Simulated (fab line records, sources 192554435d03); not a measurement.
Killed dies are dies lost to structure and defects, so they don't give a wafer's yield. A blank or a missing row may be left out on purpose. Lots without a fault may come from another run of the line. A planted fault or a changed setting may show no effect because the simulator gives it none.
Chamber matching | flow n5_finfet | N5_HKMG_FIN_STRIP_57 on rie_diel-04: 4 sister chambers
The step strips in CF4. 16 wafers are shown with their chamber, then 8 later ones without.

WAFERS WITH THEIR CHAMBER
wafer  | chamber | showerhead_plenum_p_Torr (Torr) | drypump_motor_current_A (A) | oes_product_au (a.u.)
L074.1 | 2       | 1.76                            | 6.3                         | 0.89
L074.4 | 1       | 1.72                            | 5.8                         | 0.77
L074.6 | 2       | 1.76                            | 6.3                         | 0.89
L075.1 | 3       | 1.81                            | 5.1                         | 0.79
L075.4 | 3       | 1.81                            | 5.1                         | 0.79
L075.6 | 0       | 1.84                            | 5.7                         | 0.72
L076.2 | 0       | 1.84                            | 5.8                         | 0.72
L076.3 | 1       | 1.72                            | 5.9                         | 0.77
L076.4 | 0       | 1.84                            | 5.8                         | 0.72
L078.1 | 3       | 1.81                            | 5.1                         | 0.78
L078.2 | 2       | 1.75                            | 6.3                         | 0.89
L078.3 | 1       | 1.72                            | 5.8                         | 0.76
L078.4 | 0       | 1.84                            | 5.7                         | 0.71
L078.5 | 2       | 1.75                            | 6.3                         | 0.88
L078.6 | 1       | 1.72                            | 5.9                         | 0.76
L080.2 | 1       | 1.72                            | 5.8                         | 0.75

SIGNATURES (means of the wafers above)
reading                  | chamber 0 | chamber 1 | chamber 2 | chamber 3 | scatter within a chamber
showerhead_plenum_p_Torr | 1.8400    | 1.7200    | 1.7550    | 1.8100    | 0.00289
drypump_motor_current_A  | 5.750     | 5.840     | 6.300     | 5.100     | 0.0428
oes_product_au           | 0.7175    | 0.7620    | 0.8875    | 0.7867    | 0.00643
Rule: a wafer's distance from a chamber is the root of the sum, over the readings, of the square of ((its reading less the chamber's mean) divided by the reading's scatter). The wafer belongs to the nearest chamber; if the next one is less than 2 further off, it can't be placed. The scatter: the root of (the sum of the squares of (reading less its chamber's mean) over the shown wafers, divided by (wafers less chambers)).

WAFERS WITHOUT THEIR CHAMBER
wafer  | showerhead_plenum_p_Torr (Torr) | drypump_motor_current_A (A) | oes_product_au (a.u.)
L080.3 | 1.84                            | 5.7                         | 0.72
L080.6 | 1.81                            | 5.1                         | 0.78
L083.1 | 1.72                            | 5.9                         | 0.75
L083.5 | 1.84                            | 5.7                         | 0.70
L083.6 | 1.80                            | 5.0                         | 0.77
L086.1 | 1.84                            | 5.8                         | 0.70
L086.2 | 1.80                            | 5.1                         | 0.76
L086.4 | 1.75                            | 6.3                         | 0.86

WHICH CHAMBER EACH WENT THROUGH
wafer  | from the rows above | in truth
L080.3 | 0                   | 0
L080.6 | 3                   | 3
L083.1 | 1                   | 1
L083.5 | 0                   | 0
L083.6 | 3                   | 3
L086.1 | 0                   | 0
L086.2 | 3                   | 3
L086.4 | 2                   | 2
Placed correctly: 8 of 8. Can't be placed from these rows: 0. Placed wrongly: 0.
